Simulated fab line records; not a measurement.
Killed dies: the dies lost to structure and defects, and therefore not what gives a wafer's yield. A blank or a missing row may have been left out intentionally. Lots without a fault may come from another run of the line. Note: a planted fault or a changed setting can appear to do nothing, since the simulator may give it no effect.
Which tool did it?	flow nand harc	24 lots, 72 wafers sampled, at 6 steps of a route of 1302

WHAT THE GAUGES SHOWED, per wafer
No reading from a measuring or inspecting step in the record can be judged against a usual standard deviation.

EACH LOT AND THE TOOL THAT RAN IT (in order: tool; ch and the chambers of the sampled wafers; start)
lot	NHARC_A_STAIRCASE_TRIM_22	NHARC_A_STAIRCASE_DESCUM_186	NHARC_A_STAIRCASE_ETCH_190	NHARC_A_STAIRCASE_ETCH_192	NHARC_A_STAIRCASE_DESCUM_219	NHARC_A_STAIRCASE_ETCH_221
L074	rie diel-07 ch 0,2,3, day 16 01:29 or earlier	rie diel-07 ch 2,3, day 16 01:29	rie diel-07 ch 0,1, day 16 05:28 or earlier	rie diel-07 ch 1,3, day 16 05:28 or earlier	rie diel-02 ch 0,2,3, day 16 05:28	rie diel-02 ch 0,3, no start
L075	rie diel-07 ch 0,1,3, day 16 02:44 or earlier	rie diel-02 ch 0,2,3, day 16 02:44	rie diel-02 ch 1,2,3, day 16 06:27 or earlier	rie diel-02 ch 1,2,3, day 16 06:27 or earlier	rie diel-04 ch 0,2,3, day 16 06:27	rie diel-04 ch 0,2,3, no start
L076	rie diel-02 ch 1,2, day 16 16:28 or earlier	rie diel-04 ch 0,1,3, day 16 16:28	rie diel-04 ch 0,3, day 16 20:19 or earlier	rie diel-04 ch 0,2,3, day 16 20:19 or earlier	rie diel-07 ch 0,3, day 16 20:19	rie diel-07 ch 1,3, no start
L077	rie diel-07 ch 0,1,3, day 17 01:43 or earlier	rie diel-04 ch 0,1,3, day 17 01:43	rie diel-04 ch 0,2,3, day 17 09:36 or earlier	rie diel-04 ch 0,1,2, day 17 09:36 or earlier	rie diel-04 ch 1,3, day 17 09:36	rie diel-04 ch 1,2, no start
L078	rie diel-04 ch 0,1,3, day 17 17:14 or earlier	rie diel-04 ch 0,1,3, day 17 17:14	rie diel-04 ch 0,1,2, day 17 22:13 or earlier	rie diel-04 ch 1,2,3, day 17 22:13 or earlier	rie diel-07 ch 0,1,2, day 17 22:13	rie diel-07 ch 1,2,3, no start
L079	rie diel-04 ch 1,2,3, day 17 22:41 or earlier	rie diel-02 ch 1,3, day 17 22:41	rie diel-02 ch 0,1,2, day 18 02:23 or earlier	rie diel-02 ch 2,3, day 18 02:23 or earlier	rie diel-02 ch 0,1,3, day 18 02:23	rie diel-02 ch 0,2, no start
L080	rie diel-04 ch 1,2,3, day 18 13:28 or earlier	rie diel-04 ch 0,2,3, day 18 13:28	rie diel-04 ch 0,2, day 18 17:44 or earlier	rie diel-04 ch 1,3, day 18 17:44 or earlier	rie diel-04 ch 1,2,3, day 18 17:44	rie diel-04 ch 0,1,3, no start
L081	rie diel-07 ch 0,1,3, day 19 21:51 or earlier	rie diel-02 ch 1,2, day 19 21:51	rie diel-02 ch 1,2,3, day 20 01:32 or earlier	rie diel-02 ch 1,2,3, day 20 01:32 or earlier	rie diel-07 ch 2,3, day 20 01:32	rie diel-07 ch 0,2,3, no start
L082	rie diel-04 ch 0,2,3, day 20 03:01 or earlier	rie diel-02 ch 0,1,3, day 20 03:01	rie diel-02 ch 0,1, day 20 07:19 or earlier	rie diel-02 ch 1,2,3, day 20 07:19 or earlier	rie diel-02 ch 0,2,3, day 20 07:19	rie diel-02 ch 1,2,3, no start
L083	rie diel-02 ch 0,1,2, day 20 06:37 or earlier	rie diel-07 ch 0,3, day 20 06:37	rie diel-07 ch 0,2, day 20 10:31 or earlier	rie diel-07 ch 0,1,2, day 20 10:31 or earlier	rie diel-04 ch 2,3, day 20 10:31	rie diel-04 ch 2,3, no start
L084	rie diel-02 ch 0,1,2, day 20 07:29 or earlier	rie diel-02 ch 0,1,3, day 20 07:29	rie diel-02 ch 0,2,3, day 20 11:28 or earlier	rie diel-02 ch 0,3, day 20 11:28 or earlier	rie diel-02 ch 2,3, day 20 11:28	rie diel-02 ch 0,2, no start
L086	rie diel-07 ch 1,3, day 21 04:56 or earlier	rie diel-02 ch 0,3, day 21 04:56	rie diel-02 ch 0,3, day 21 08:53 or earlier	rie diel-02 ch 0,2,3, day 21 08:53 or earlier	rie diel-02 ch 0,1,2, day 21 08:53	rie diel-02 ch 0,3, no start
L085	rie diel-07 ch 0,2,3, day 21 06:49 or earlier	rie diel-04 ch 0,2, day 21 06:49	rie diel-04 ch 1,3, day 21 11:52 or earlier	rie diel-04 ch 0,2,3, day 21 11:52 or earlier	rie diel-02 ch 0,1,3, day 21 11:52	rie diel-02 ch 1,2, no start
L087	rie diel-02 ch 1,2,3, day 21 17:03 or earlier	rie diel-02 ch 0,2,3, day 21 17:03	rie diel-02 ch 0,3, day 21 20:45 or earlier	rie diel-02 ch 0,2,3, day 21 20:45 or earlier	rie diel-07 ch 1,2, day 21 20:45	rie diel-07 ch 0,2, no start
L088	rie diel-02 ch 1,3, day 21 23:58 or earlier	rie diel-04 ch 2,3, day 21 23:58	rie diel-04 ch 0,1,2, day 22 04:00 or earlier	rie diel-04 ch 1,2,3, day 22 04:00 or earlier	rie diel-02 ch 0,1,2, day 22 04:00	rie diel-02 ch 0,2,3, no start
L089	rie diel-04 ch 0,1,2, day 22 00:54 or earlier	rie diel-07 ch 0,1,3, day 22 00:54	rie diel-07 ch 0,1,2, day 22 05:19 or earlier	rie diel-07 ch 1,2,3, day 22 05:19 or earlier	rie diel-02 ch 0,2,3, day 22 05:19	rie diel-02 ch 0,1,2, no start
L090	rie diel-07 ch 0,1,2, day 22 21:01 or earlier	rie diel-02 ch 0,1,2, day 22 21:01	rie diel-02 ch 0,1,2, day 23 03:34 or earlier	rie diel-02 ch 0,1,2, day 23 03:34 or earlier	rie diel-07 ch 1,2,3, day 23 03:34	rie diel-07 ch 0,1,2, no start
L091	rie diel-02 ch 0,2, day 23 09:30 or earlier	rie diel-02 ch 0,3, day 23 09:30	rie diel-02 ch 0,2,3, day 23 13:11 or earlier	rie diel-02 ch 0,2,3, day 23 13:11 or earlier	rie diel-07 ch 0,2, day 23 13:11	rie diel-07 ch 0,3, no start
L092	rie diel-02 ch 0,2,3, day 23 10:55 or earlier	rie diel-07 ch 0,1,2, day 23 10:55	rie diel-07 ch 0,1, day 23 15:47 or earlier	rie diel-07 ch 0,2,3, day 23 15:47 or earlier	rie diel-07 ch 2,3, day 23 15:47	rie diel-07 ch 0,2,3, no start
L095	rie diel-04 ch 1,2, day 24 19:56 or earlier	rie diel-07 ch 0,3, day 24 19:56	rie diel-07 ch 1,2,3, day 25 05:25 or earlier	rie diel-07 ch 2,3, day 25 05:25 or earlier	rie diel-04 ch 0,3, day 25 05:25	rie diel-04 ch 0,3, no start
L094	rie diel-02 ch 1,2,3, day 24 20:19 or earlier	rie diel-04 ch 0,2,3, day 24 20:19	rie diel-04 ch 0,1,3, day 25 03:39 or earlier	rie diel-04 ch 1,2,3, day 25 03:39 or earlier	rie diel-07 ch 1,2,3, day 25 03:39	rie diel-07 ch 0,2,3, no start
L093	rie diel-04 ch 0,2,3, day 25 02:14 or earlier	rie diel-04 ch 0,3, day 25 02:14	rie diel-04 ch 0,1,2, day 25 06:13 or earlier	rie diel-04 ch 0,1,3, day 25 06:13 or earlier	rie diel-07 ch 0,1, day 25 06:13	rie diel-07 ch 1,2,3, no start
L097	rie diel-07 ch 1,3, day 25 16:46 or earlier	rie diel-04 ch 0,2, day 25 16:46	rie diel-04 ch 0,3, day 25 20:32 or earlier	rie diel-04 ch 1,3, day 25 20:32 or earlier	rie diel-02 ch 2,3, day 25 20:32	rie diel-02 ch 0,1,3, no start
L096	rie diel-04 ch 0,1,3, day 25 18:46 or earlier	rie diel-02 ch 0,1,2, day 25 18:46	rie diel-02 ch 2,3, day 25 22:28 or earlier	rie diel-02 ch 1,2, day 25 22:28 or earlier	rie diel-04 ch 0,1,3, day 25 22:28	rie diel-04 ch 0,1,2, no start
- NHARC_A_STAIRCASE_TRIM_22: chemistry O2, time 211.2 s.
- NHARC_A_STAIRCASE_DESCUM_186: chemistry O2, time 3 s.
- NHARC_A_STAIRCASE_ETCH_190: etches the open film in C4F8/O2, target depth 100 nm, time 40.5 s.
- NHARC_A_STAIRCASE_ETCH_192: etches the open film in C4F8/O2, target depth 100 nm, time 40.5 s.
- NHARC_A_STAIRCASE_DESCUM_219: chemistry O2, time 3 s.
- NHARC_A_STAIRCASE_ETCH_221: etches the open film in C4F8/O2, target depth 100 nm, time 40.5 s.

WHAT THE TOOLS THEMSELVES READ (means of the sampled wafers that have a number; where no wafer has one, the mark that the record gives instead)
NHARC_A_STAIRCASE_TRIM_22.
lot	tool	drypump motor current A (A)	oes product au (a.u.)	rf vpp V (V)	showerhead plenum p Torr (Torr)	throttle valve pct (%)
L074	rie diel-07	5.9	0.997	57.5	3.52	17.031
L075	rie diel-07	5.8	0.990	58.6	3.59	17.032
L076	rie diel-02	5.6	0.997	57.6	3.39	17.043
L077	rie diel-07	5.7	1.001	57.8	3.59	17.029
L078	rie diel-04	6.2	1.006	57.9	3.46	17.039
L079	rie diel-04	6.4	1.007	58.2	3.50	17.039
L080	rie diel-04	6.4	1.000	57.8	3.49	17.024
L081	rie diel-07	5.8	0.989	58.7	3.58	17.038
L082	rie diel-04	6.2	1.010	58.0	3.38	17.033
L083	rie diel-02	5.3	0.991	57.8	3.51	17.026
L084	rie diel-02	5.3	0.997	57.8	3.51	17.039
L086	rie diel-07	5.4	0.996	56.8	3.52	17.037
L085	rie diel-07	5.9	0.999	58.2	3.51	17.027
L087	rie diel-02	5.5	0.992	57.9	3.40	17.027
L088	rie diel-02	5.5	0.991	58.2	3.45	17.033
L089	rie diel-04	6.4	1.010	56.9	3.43	17.039
L090	rie diel-07	6.2	1.005	57.6	3.61	17.036
L091	rie diel-02	5.2	0.990	58.2	3.47	17.030
L092	rie diel-02	5.2	0.981	57.2	3.52	17.042
L095	rie diel-04	6.6	0.999	58.0	3.53	17.030
L094	rie diel-02	5.5	0.989	57.0	3.38	17.034
L093	rie diel-04	6.2	0.997	58.7	3.53	17.033
L097	rie diel-07	5.8	1.005	57.6	3.61	17.041
L096	rie diel-04	6.3	1.002	58.1	3.60	17.037

NHARC_A_STAIRCASE_DESCUM_186.
lot	tool	drypump motor current A (A)	oes product au (a.u.)	rf vpp V (V)	showerhead plenum p Torr (Torr)	throttle valve pct (%)
L074	rie diel-07	5.6	1.000	57.0	1.88	11.306
L075	rie diel-02	5.2	1.002	56.9	1.82	11.306
L076	rie diel-04	6.3	1.001	58.0	1.88	11.307
L077	rie diel-04	6.3	0.997	58.7	1.88	11.303
L078	rie diel-04	6.2	1.007	57.4	1.88	11.318
L079	rie diel-02	5.6	0.995	57.2	1.86	11.311
L080	rie diel-04	6.1	1.001	57.6	1.83	11.302
L081	rie diel-02	5.6	0.993	57.7	1.83	11.305
L082	rie diel-02	5.3	0.995	58.1	1.93	11.313
L083	rie diel-07	5.8	0.996	58.2	1.91	11.311
L084	rie diel-02	5.3	0.988	57.3	1.93	11.310
L086	rie diel-02	5.1	0.999	58.1	2.01	11.318
L085	rie diel-04	6.1	0.995	57.1	1.80	11.308
L087	rie diel-02	5.2	0.997	57.4	1.91	11.310
L088	rie diel-04	6.2	1.011	57.2	1.84	11.308
L089	rie diel-07	5.7	1.000	58.2	1.94	11.304
L090	rie diel-02	5.3	0.993	57.4	1.89	11.315
L091	rie diel-02	5.2	0.992	57.5	1.94	11.317
L092	rie diel-07	6.2	1.007	57.8	1.96	11.307
L095	rie diel-07	5.7	0.999	57.8	1.90	11.303
L094	rie diel-04	6.1	1.005	57.6	1.92	11.311
L093	rie diel-04	6.0	0.998	58.6	2.00	11.309
L097	rie diel-04	6.2	1.009	58.4	1.99	11.305
L096	rie diel-02	5.3	1.005	57.2	1.89	11.309

NHARC_A_STAIRCASE_ETCH_190.
lot	tool	oes product au (a.u.)	rf vpp V (V)
L074	rie diel-07	0.937	903
L075	rie diel-02	0.952	891
L076	rie diel-04	0.962	890
L077	rie diel-04	0.954	891
L078	rie diel-04	0.937	892
L079	rie diel-02	0.941	895
L080	rie diel-04	0.945	890
L081	rie diel-02	0.928	892
L082	rie diel-02	0.939	901
L083	rie diel-07	0.948	896
L084	rie diel-02	0.925	896
L086	rie diel-02	0.936	898
L085	rie diel-04	0.940	897
L087	rie diel-02	0.934	897
L088	rie diel-04	0.943	892
L089	rie diel-07	0.941	899
L090	rie diel-02	0.935	895
L091	rie diel-02	0.941	895
L092	rie diel-07	0.940	900
L095	rie diel-07	0.945	897
L094	rie diel-04	0.941	899
L093	rie diel-04	0.956	898
L097	rie diel-04	0.942	896
L096	rie diel-02	0.955	892

NHARC_A_STAIRCASE_ETCH_192.
lot	tool	oes product au (a.u.)	rf vpp V (V)
L074	rie diel-07	0.926	900
L075	rie diel-02	0.951	893
L076	rie diel-04	0.944	892
L077	rie diel-04	0.950	894
L078	rie diel-04	0.927	895
L079	rie diel-02	0.935	890
L080	rie diel-04	0.940	896
L081	rie diel-02	0.939	892
L082	rie diel-02	0.929	892
L083	rie diel-07	0.937	899
L084	rie diel-02	0.937	898
L086	rie diel-02	0.936	896
L085	rie diel-04	0.941	890
L087	rie diel-02	0.939	895
L088	rie diel-04	0.941	893
L089	rie diel-07	0.938	897
L090	rie diel-02	0.940	895
L091	rie diel-02	0.939	896
L092	rie diel-07	0.938	895
L095	rie diel-07	0.953	894
L094	rie diel-04	0.940	893
L093	rie diel-04	0.954	898
L097	rie diel-04	0.943	896
L096	rie diel-02	0.941	889

NHARC_A_STAIRCASE_DESCUM_219.
lot	tool	drypump motor current A (A)	oes product au (a.u.)	rf vpp V (V)	showerhead plenum p Torr (Torr)	throttle valve pct (%)
L074	rie diel-02	5.2	1.001	56.9	1.82	11.313
L075	rie diel-04	6.1	1.004	58.4	1.84	11.313
L076	rie diel-07	5.4	1.001	57.7	1.89	11.312
L077	rie diel-04	6.5	0.997	57.7	1.94	11.307
L078	rie diel-07	6.2	0.998	58.2	1.97	11.311
L079	rie diel-02	5.3	0.994	59.2	1.94	11.303
L080	rie diel-04	6.3	1.002	57.9	1.89	11.311
L081	rie diel-07	5.6	1.002	57.9	1.87	11.314
L082	rie diel-02	5.2	0.990	58.8	1.92	11.314
L083	rie diel-04	6.2	1.010	57.2	1.85	11.311
L084	rie diel-02	5.4	0.996	57.0	1.86	11.310
L086	rie diel-02	5.3	0.995	58.4	1.90	11.312
L085	rie diel-02	5.3	0.992	57.4	1.93	11.311
L087	rie diel-07	6.2	0.998	58.1	2.00	11.308
L088	rie diel-02	5.3	0.980	57.5	1.90	11.308
L089	rie diel-02	5.2	0.984	58.2	1.91	11.303
L090	rie diel-07	5.9	1.004	57.5	1.93	11.309
L091	rie diel-07	6.2	0.997	57.9	1.92	11.308
L092	rie diel-07	6.1	1.005	58.3	1.89	11.313
L095	rie diel-04	6.0	1.001	58.3	2.00	11.311
L094	rie diel-07	5.9	0.997	58.0	1.93	11.317
L093	rie diel-07	6.1	0.998	57.2	2.00	11.308
L097	rie diel-02	5.4	0.994	56.8	1.81	11.311
L096	rie diel-04	6.3	1.002	57.7	1.95	11.309

NHARC_A_STAIRCASE_ETCH_221.
lot	tool	oes product au (a.u.)	rf vpp V (V)
L074	rie diel-02	0.944	889
L075	rie diel-04	0.944	892
L076	rie diel-07	0.915	900
L077	rie diel-04	0.926	893
L078	rie diel-07	0.921	897
L079	rie diel-02	0.942	895
L080	rie diel-04	0.951	893
L081	rie diel-07	0.923	896
L082	rie diel-02	0.926	892
L083	rie diel-04	0.952	893
L084	rie diel-02	0.948	900
L086	rie diel-02	0.945	898
L085	rie diel-02	0.942	889
L087	rie diel-07	0.958	896
L088	rie diel-02	0.944	896
L089	rie diel-02	0.943	894
L090	rie diel-07	0.932	899
L091	rie diel-07	0.954	895
L092	rie diel-07	0.947	894
L095	rie diel-04	0.942	901
L094	rie diel-07	0.932	895
L093	rie diel-07	0.955	897
L097	rie diel-02	0.958	896
L096	rie diel-04	0.957	899

THE ANSWER, worked out from the rows above alone
Rule: usual is defined by the lots themselves. Put in order of their means at a reading, lots are off if they are a third of the lots or fewer, leave a main group of 4 or more, and stand apart from it by a gap of 3 or more times the standard deviation of the main group's means; of several such gaps the widest counts. A main group is skipped when, at the precision printed for the reading in the tables above, its means are all equal. Also off: a lot with no number at a reading for which 4 or more lots have one. Where the step has rows for the other lots, those lots are counted as sound. Order of review: gauges by route order, followed by the tools' own readings, for which a lot's mean as printed above is used. The first step at which some lot is off is used, and at that step the reading that is off furthest; a lot without a number counts as furthest.
None of the lots is off at any reading shown; this tells nothing.

WHAT THE SIMULATOR PUT IN
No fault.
